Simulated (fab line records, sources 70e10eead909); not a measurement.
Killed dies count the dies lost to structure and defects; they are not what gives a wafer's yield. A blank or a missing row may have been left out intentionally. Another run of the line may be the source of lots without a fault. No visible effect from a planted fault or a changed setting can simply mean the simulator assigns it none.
fab line records	flow nandHarc
[record] lots = 15	wafers = 45	lastDay = 33
route steps=1302 shown P_STI@98 THIN_TSV@1273 END@1302
lots that met no fault: taken from a fault-free run of the same line
startH: hours from the record's opening day to when the first of the lot's shown wafers began	waitH: hours elapsed since this lot's preceding step	" the same as in the row above	L1.1+2: a single row standing in for several wafers	- no value, or no start was given	* or withheld: withheld	< > ~ a bound
route shown NAME@n: names a module that has steps shown in the file, with the first one's number in the route	usual: mean and standard deviation over wafers with no fault	same: alike in all rows	chamber/n: place in a boat	sites: each site's reading	_std_site: the standard deviation of these	_edge_site: mean of outer sites minus mean of inner sites	radiusMm: for every site, how far away it sits from the centre of the wafer	mask NAME#n: copy n	behind: the tool/chamber that last shaped the wafer	hold: the reason the lot was held/the length of the hold in hours/how it ended	device: which transistor (n, p or np) failed to switch	end of line: at the end of the route, the tests of the same wafers	for a step that has no rows: nothing shown but its recipe	killed: not the wafer's yield, but the dies lost to structure and defects at the first sort	map: shows each die of a wafer: x if killed, . if not, _ if none is there
set.NAME: the setting the step ran with; set.NAME@STEP: the setting that earlier step ran with	model.NAME: the simulator's own value behind a step, which no gauge read
a sample of lots followed through the steps of the route, with each step as a table and each wafer as a row
services: a tool's chamber out of use, with start hour (startH, from the record's first day; less than 0 if before it), hours out, and reason
[[steps]]
[step NHARC_P_STI_HDPCVD_20]
[recipe] targetThkA = withheld	sigmaOpenFrac = withheld	material = SiO2
lot.wafer	tool	chamber	startH	waitH
L362.1+2+5	hdpcvd-01	1,0,0	56.96	0.4
L363.2+1+3	hdpcvd-01	0,1,1	63.78	0.4
L364.1+4+5	hdpcvd-01	0	71.68	0.5
L365.2+6+5	hdpcvd-01	0,1,0	82.06	0.5
L367.2+4+5	hdpcvd-01	1,0,0	102.95	0.4
L368.2+4+5	hdpcvd-01	1,0,0	114.43	0.5
L369.2+3+6	hdpcvd-01	1	124.74	0.5
L372.4+3+5	hdpcvd-01	1,0,0	150.31	1.0
L374.1+4+5	hdpcvd-01	0,1,1	171.37	0.4
L375.1+4+6	hdpcvd-01	0	184.51	0.5
L376.1+2+4	hdpcvd-01	0,1,0	198.07	3.7
L377.1+4+6	hdpcvd-01	1	203.11	0.5
L378.1+4+5	hdpcvd-01	0	213.66	0.5
L384.2+4+6	hdpcvd-01	1,0,0	274.58	0.5
L385.2+6+5	hdpcvd-01	1,1,0	285.24	0.4
[step NHARC_THIN_TSV_PVD_51]
[recipe] targetThkA = 1000	chamberPressurePa = 5	material = Cu
[usual] throttleValvePct = 30.5/0.75
lot.wafer	tool	chamber	startH	waitH	throttleValvePct
L362.1	pvdSputter-03	-	-	-	30.5
L362.2	"	-	"	"	30.6
L362.5	"	-	"	"	31.7
L365.2	pvdSputter-03	-	-	-	31.0
L365.6	"	-	"	"	31.1
L365.5	"	-	"	"	30.7
L363.2	pvdSputter-03	-	-	-	30.5
L363.1	"	-	"	"	31.3
L363.3	"	-	"	"	31.0
L364.4	pvdSputter-02	-	-	-	29.3
L364.1	"	-	"	"	31.2
L364.5	"	-	"	"	30.8
L367.2	pvdSputter-03	-	-	-	30.5
L367.4	"	-	"	"	31.1
L367.5	"	-	"	"	31.6
L368.2	pvdSputter-02	-	-	-	29.0
L368.4	"	-	"	"	30.7
L368.5	"	-	"	"	30.7
L369.3	pvdSputter-03	-	-	-	31.4
L369.2	"	-	"	"	30.5
L369.6	"	-	"	"	30.5
L372.4	pvdSputter-03	-	-	-	31.1
L372.3	"	-	"	"	31.9
L372.5	"	-	"	"	30.7
L374.1	pvdSputter-01	-	-	-	29.2
L374.4	"	-	"	"	29.3
L374.5	"	-	"	"	28.9
L377.4	pvdSputter-03	-	-	-	30.6
L377.1	"	-	"	"	31.5
L377.6	"	-	"	"	31.6
L376.1	pvdSputter-02	-	-	-	30.2
L376.2	"	-	"	"	29.9
L376.4	"	-	"	"	29.8
L375.1	pvdSputter-01	-	-	-	29.1
L375.4	"	-	"	"	29.4
L375.6	"	-	"	"	29.5
L378.1	pvdSputter-01	-	-	-	29.3
L378.4	"	-	"	"	28.8
L378.5	"	-	"	"	29.2
L385.2	pvdSputter-03	-	760.08	-	30.2
L385.5	"	-	"	"	30.5
L385.6	"	-	"	"	30.7
L384.2	pvdSputter-03	-	-	-	31.4
L384.4	"	-	"	"	30.3
L384.6	"	-	"	"	30.8
[step NHARC_THIN_TSV_DEGAS_53]
[recipe] tempC = 300	timeS = 60
[usual] heaterPowerW = 453/47
lot.wafer	tool	chamber	startH	waitH	heaterPowerW
L362.2	pvdSputter-01	-	543.72	0.1	463
L362.1	"	-	"	"	412
L362.5	"	-	"	"	471
L365.2	pvdSputter-02	-	565.40	0.1	462
L365.6	"	-	"	"	438
L365.5	"	-	"	"	462
L363.1	pvdSputter-02	-	566.75	0.1	458
L363.2	"	-	"	"	449
L363.3	"	-	"	"	415
L364.1	pvdSputter-03	-	569.73	0.1	458
L364.4	"	-	"	"	422
L364.5	"	-	"	"	424
L367.2	pvdSputter-03	-	597.77	0.1	469
L367.4	"	-	"	"	381
L367.5	"	-	"	"	408
L368.2	pvdSputter-02	-	605.79	0.1	431
L368.4	"	-	"	"	470
L368.5	"	-	"	"	454
L369.3	pvdSputter-02	-	620.20	0.1	542
L369.2	"	-	"	"	436
L369.6	"	-	"	"	558
L372.3	pvdSputter-01	-	652.69	0.1	509
L372.4	"	-	"	"	397
L372.5	"	-	"	"	514
L374.4	pvdSputter-02	-	667.09	0.1	431
L374.1	"	-	"	"	403
L374.5	"	-	"	"	484
L377.4	pvdSputter-01	-	684.02	0.1	400
L377.1	"	-	"	"	491
L377.6	"	-	"	"	446
L376.1	pvdSputter-02	-	685.16	0.1	471
L376.4	"	-	"	"	410
L376.2	"	-	"	"	418
L375.4	pvdSputter-01	-	690.98	0.1	389
L375.1	"	-	"	"	442
L375.6	"	-	"	"	398
L378.1	pvdSputter-02	-	706.61	0.1	538
L378.4	"	-	"	"	429
L378.5	"	-	"	"	408
L385.2	pvdSputter-02	-	761.83	0.1	415
L385.6	"	-	"	"	529
L385.5	"	-	"	"	436
L384.4	pvdSputter-02	-	782.42	0.1	545
L384.2	"	-	"	"	435
L384.6	"	-	"	"	433
[step NHARC_THIN_TSV_PRE_CLEAN_54]
[recipe] timeS = 30	tempC = 280	gas = H2/He
[usual] heaterPowerW = 397/40
lot.wafer	tool	chamber	startH	waitH	heaterPowerW
L362.1	pvdSputter-01	-	543.78	0.0	352
L362.2	"	-	"	"	447
L362.5	"	-	"	"	391
L365.2	pvdSputter-02	-	565.47	0.1	473
L365.6	"	-	"	"	479
L365.5	"	-	"	"	400
L363.2	pvdSputter-02	-	566.82	0.1	405
L363.1	"	-	"	"	474
L363.3	"	-	"	"	398
L364.4	pvdSputter-03	-	569.87	0.1	327
L364.1	"	-	"	"	394
L364.5	"	-	"	"	431
L367.4	pvdSputter-03	-	597.85	0.1	426
L367.2	"	-	"	"	336
L367.5	"	-	"	"	400
L368.4	pvdSputter-02	-	605.85	0.0	481
L368.2	"	-	"	"	402
L368.5	"	-	"	"	477
L369.2	pvdSputter-02	-	620.29	0.1	352
L369.3	"	-	"	"	466
L369.6	"	-	"	"	402
L372.3	pvdSputter-01	-	652.78	0.1	350
L372.4	"	-	"	"	378
L372.5	"	-	"	"	342
L374.1	pvdSputter-02	-	667.17	0.0	420
L374.4	"	-	"	"	354
L374.5	"	-	"	"	352
L377.4	pvdSputter-01	-	684.12	0.1	348
L377.1	"	-	"	"	387
L377.6	"	-	"	"	447
L376.4	pvdSputter-02	-	685.23	0.1	346
L376.1	"	-	"	"	463
L376.2	"	-	"	"	384
L375.1	pvdSputter-01	-	691.08	0.1	399
L375.4	"	-	"	"	448
L375.6	"	-	"	"	423
L378.1	pvdSputter-02	-	706.66	0.0	467
L378.4	"	-	"	"	380
L378.5	"	-	"	"	378
L385.2	pvdSputter-02	-	761.88	0.0	354
L385.6	"	-	"	"	413
L385.5	"	-	"	"	350
L384.4	pvdSputter-02	-	782.49	0.1	379
L384.2	"	-	"	"	458
L384.6	"	-	"	"	394
[step NHARC_END_SORT_01]
[recipe] tempC = 25
[usual] killedAtArray = 50/14	killedAtOther = 0.9/1	killedAtPeriphery = 3.9/2.5	killedDies = 55/15	killedOpen = 3.5/1.9	killedShort = 2.5/1.7
[same] grossDies = 677
lot.wafer	tool	chamber	startH	waitH	killedAtArray	killedAtOther	killedAtPeriphery	killedDies	killedOpen	killedShort
L374.1	prober-01	0	679.29	2.5	47	0	5	52	2	2
L374.4	prober-01	0	681.72	3.4	45	0	11	56	5	4
L374.5	prober-01	0	682.52	3.7	47	0	8	55	5	2
L377.1	prober-02	0	694.21	2.5	49	1	61	111	4	6
L377.4	prober-02	0	696.57	3.3	53	1	66	120	5	1
L377.6	prober-02	0	698.15	3.9	42	1	55	98	2	0
L376.1	prober-01	0	694.27	2.5	53	0	67	120	4	2
L376.2	prober-01	0	695.07	2.8	64	0	55	119	10	0
L376.4	prober-01	0	696.68	3.4	63	2	66	131	3	5
L378.1	prober-01	0	718.64	2.5	60	2	55	117	2	1
L378.4	prober-01	0	721.03	3.4	68	3	63	134	5	2
L378.5	prober-01	0	721.83	3.7	61	2	61	124	3	3
L384.2	prober-02	0	798.78	2.8	58	0	1	59	1	1
L384.4	prober-02	0	800.36	3.4	69	0	2	71	1	1
L384.6	prober-02	0	801.95	4.0	48	0	3	51	1	3
// killed by level:class
L374.1 A_CHANNEL_HOLE_D1:chamberFilmFlake=17 A_CHANNEL_HOLE_D2:chamberFilmFlake=12 A_SLIT:chamberFilmFlake=6 A_CONTACT:chamberFilmFlake=4 P_BONDPAD:chamberFilmFlake=3 A_STAIRCASE:chamberFilmFlake=3 P_ZERO_WELL:geometricParticle:open=1 A_CHANNEL_FILL_D1:geometricParticle:short=1
L374.4 A_CHANNEL_HOLE_D2:chamberFilmFlake=19 A_CHANNEL_HOLE_D1:chamberFilmFlake=16 P_M0:geometricParticle:open=4 P_BONDPAD:chamberFilmFlake=4 A_SGD_CUT:chamberFilmFlake=4 A_CHANNEL_FILL_D1:geometricParticle:short=2 P_CONTACT:geometricParticle:open=1 P_CONTACT:geometricParticle:short=1
L374.5 A_CHANNEL_HOLE_D2:chamberFilmFlake=22 A_CHANNEL_HOLE_D1:chamberFilmFlake=9 A_STAIRCASE:chamberFilmFlake=3 A_SGD_CUT:chamberFilmFlake=3 A_WL_FILL:chamberFilmFlake=3 P_GATE:geometricParticle:open=2 P_GATE:chamberFilmFlake=2 A_SLIT:chamberFilmFlake=2
L377.1 P_STI:unspecified=54 A_SLIT:chamberFilmFlake=27 A_CHANNEL_HOLE_D1:chamberFilmFlake=7 A_WL_FILL:geometricParticle:short=3 P_M1:chamberFilmFlake=3 P_GATE:chamberFilmFlake=2 A_STAIRCASE:chamberFilmFlake=2 A_WL_FILL:chamberFilmFlake=2
L376.1 P_STI:unspecified=61 A_CHANNEL_HOLE_D2:chamberFilmFlake=22 A_CHANNEL_HOLE_D1:chamberFilmFlake=13 A_CONTACT:chamberFilmFlake=9 P_GATE:chamberFilmFlake=3 A_SLIT:chamberFilmFlake=3 A_STAIRCASE:chamberFilmFlake=2 A_M0:geometricParticle:open=2
L376.2 P_STI:unspecified=50 A_CHANNEL_HOLE_D1:chamberFilmFlake=36 A_CHANNEL_HOLE_D2:chamberFilmFlake=14 A_CHANNEL_FILL_D2:geometricParticle:open=3 A_CONTACT:chamberFilmFlake=3 A_CHANNEL_FILL_D1:geometricParticle:open=2 A_STAIRCASE:chamberFilmFlake=2 P_GATE:chamberFilmFlake=2
L377.4 P_STI:unspecified=58 A_SLIT:chamberFilmFlake=31 A_CHANNEL_HOLE_D1:chamberFilmFlake=10 A_WL_FILL:chamberFilmFlake=4 P_M1:chamberFilmFlake=3 A_DECK1_JOINT:chamberFilmFlake=2 A_STAIRCASE:chamberFilmFlake=2 P_CONTACT:geometricParticle:open=1
L376.4 P_STI:unspecified=57 A_CHANNEL_HOLE_D1:chamberFilmFlake=37 A_CHANNEL_HOLE_D2:chamberFilmFlake=17 P_GATE:chamberFilmFlake=5 STARTING-WAFER:geometricParticle:short=2 P_STI:chamberFilmFlake=2 A_SLIT:chamberFilmFlake=2 P_STI:geometricParticle:short=1
L377.6 P_STI:unspecified=52 A_SLIT:chamberFilmFlake=20 A_CONTACT:chamberFilmFlake=7 A_CHANNEL_HOLE_D1:chamberFilmFlake=6 A_STAIRCASE:chamberFilmFlake=3 A_ONON_D1:geometricParticle:open=1 A_CHANNEL_FILL_D1:geometricParticle:open=1 P_STI:chamberFilmFlake=1
L378.1 P_STI:unspecified=54 A_SLIT:chamberFilmFlake=28 A_CHANNEL_HOLE_D2:chamberFilmFlake=10 A_CONTACT:chamberFilmFlake=8 A_CHANNEL_HOLE_D1:chamberFilmFlake=4 A_STAIRCASE:chamberFilmFlake=2 A_CHANNEL_FILL_D1:chamberFilmFlake=2 A_CHANNEL_FILL_D2:chamberFilmFlake=2
L378.4 P_STI:unspecified=60 A_SLIT:chamberFilmFlake=26 A_CHANNEL_HOLE_D2:chamberFilmFlake=21 A_CHANNEL_HOLE_D1:chamberFilmFlake=7 A_STAIRCASE:chamberFilmFlake=3 THIN_TSV:chamberFilmFlake=3 A_M1:geometricParticle:open=2 P_STI:chamberFilmFlake=2
L378.5 P_STI:unspecified=58 A_SLIT:chamberFilmFlake=23 A_CHANNEL_HOLE_D2:chamberFilmFlake=16 A_CHANNEL_HOLE_D1:chamberFilmFlake=7 A_CONTACT:chamberFilmFlake=4 A_CHANNEL_FILL_D2:chamberFilmFlake=3 P_BONDPAD:chamberFilmFlake=2 THIN_TSV:chamberFilmFlake=2
L384.2 A_SLIT:chamberFilmFlake=30 A_CHANNEL_HOLE_D2:chamberFilmFlake=21 A_CONTACT:chamberFilmFlake=4 A_CHANNEL_FILL_D2:geometricParticle:short=1 A_BLC:geometricParticle:open=1 P_ZERO_WELL:chamberFilmFlake=1 A_BONDPAD:chamberFilmFlake=1
L384.4 A_SLIT:chamberFilmFlake=36 A_CHANNEL_HOLE_D2:chamberFilmFlake=27 A_CONTACT:chamberFilmFlake=4 P_CONTACT:geometricParticle:open=1 A_CHANNEL_FILL_D1:geometricParticle:short=1 P_ZERO_WELL:chamberFilmFlake=1 A_CHANNEL_HOLE_D1:chamberFilmFlake=1
L384.6 A_SLIT:chamberFilmFlake=24 A_CHANNEL_HOLE_D2:chamberFilmFlake=15 P_STI:chamberFilmFlake=2 A_CONTACT:chamberFilmFlake=2 A_DECK1_JOINT:geometricParticle:short=1 A_CHANNEL_FILL_D2:geometricParticle:open=1 A_CONTACT:geometricParticle:short=1 A_M0:geometricParticle:short=1
[[services]]
tool	chamber	startH	hours	kind
pvdSputter-03	-	41.49	2.6	repair
pvdSputter-01	-	48.00	10.0	pm
pvdSputter-02	-	104.00	10.0	pm
hdpcvd-01	-	107.72	0.5	repair
pvdSputter-02	-	138.90	4.1	repair
pvdSputter-03	-	168.54	2.1	repair
hdpcvd-01	-	185.07	13.0	pm
hdpcvd-01	-	259.96	0.6	repair
pvdSputter-02	-	282.00	10.0	pm
pvdSputter-03	-	335.52	4.4	repair
pvdSputter-03	-	348.63	10.0	pm
hdpcvd-01	-	366.07	13.0	pm
hdpcvd-01	-	421.18	1.1	repair
pvdSputter-02	-	460.00	10.0	pm
hdpcvd-01	-	475.55	3.9	repair
pvdSputter-02	-	506.44	4.9	repair
pvdSputter-03	-	526.63	10.0	pm
hdpcvd-01	-	547.07	13.0	pm
pvdSputter-03	-	630.29	4.4	repair
pvdSputter-02	-	638.00	10.0	pm
pvdSputter-03	-	664.98	0.9	repair
pvdSputter-03	-	704.63	10.0	pm
hdpcvd-01	-	728.07	13.0	pm
pvdSputter-02	-	735.21	0.7	repair
[[key]]
[firstSign] step = NHARC_END_SORT_01	reading = killedAtPeriphery	direction = up	sigmas = 23	usual = 3.9	struck = 61
[effect] step = NHARC_END_SORT_01	reading = killedDies	direction = up	sigmas = 4.4	usual = 55	struck = 119
[moreKillsBornAt] NHARC_P_STI_HDPCVD_20@hdpcvd-01 = 504
metAt NHARC_P_STI_HDPCVD_20
struckLots L376,L377,L378
testerLeftOut L376,L377,L378
notActingAt NHARC_THIN_TSV_PVD_51,NHARC_THIN_TSV_DEGAS_53,NHARC_THIN_TSV_PRE_CLEAN_54
onsetBetween 184.51 198.07
[fault] kind = chamberParticleSource	tool = hdpcvd-01	chamber = -	onsetH = 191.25	steps = NHARC_P_STI_HDPCVD_20	ratePerVisitCm2 = 0.90845	endH = 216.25
// testerLeftOut: of these lots the tester's yield and bins aren't shown, on N5 and GAA mostly nor the transistor test; their killed dies are dies lost to structure and defects alone, not to doping, threshold or leakage, so they don't give the yield
